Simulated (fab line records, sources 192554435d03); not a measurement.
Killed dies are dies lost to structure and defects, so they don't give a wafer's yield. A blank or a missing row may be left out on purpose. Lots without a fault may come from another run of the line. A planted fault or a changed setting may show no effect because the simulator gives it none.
Chamber matching | flow n5_finfet | N5_BEOL_M10_ETCH_65 on rie_diel-04: 4 sister chambers
The step etches SiARC in CF4, target depth 39 nm, time 65 s. 4 wafers are shown with their chamber, then 9 later ones without.

WAFERS WITH THEIR CHAMBER
wafer  | chamber | drypump_motor_current_A (A)
L082.1 | 1       | 6.1
L084.3 | 3       | 5.7
L084.5 | 0       | 5.5
L084.6 | 2       | 5.8

WAFERS WITHOUT THEIR CHAMBER
wafer  | drypump_motor_current_A (A)
L087.2 | 5.5
L087.3 | 5.8
L087.4 | 5.7
L090.1 | 5.8
L090.2 | 5.7
L090.3 | 6.1
L091.2 | 6.2
L091.4 | 5.7
L091.5 | 5.6

WHICH CHAMBER EACH WENT THROUGH
wafer  | from the rows above     | in truth
L087.2 | 0                       | 0
L087.3 | 2                       | 2
L087.4 | 3                       | 3
L090.1 | 2                       | 2
L090.2 | 3                       | 3
L090.3 | 1                       | 1
L091.2 | 1                       | 1
L091.4 | 3                       | 3
L091.5 | can't be placed: 0 or 3 | 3
Placed correctly: 8 of 9. Can't be placed from these rows: 1 (the true chamber is among the candidates in 1). Placed wrongly: 0.
How it was worked out, from the rows above alone: a wafer's distance from a chamber is the root of the sum, over the readings, of the square of ((its reading less the chamber's mean) divided by the reading's scatter). The wafer belongs to the nearest chamber; if the next one is less than 2 further off, it can't be placed. A chamber's mean is the mean of its shown wafers. The scatter: with one shown wafer a chamber, the root of the mean of the squares of how far each hidden wafer lies from its nearest shown one.
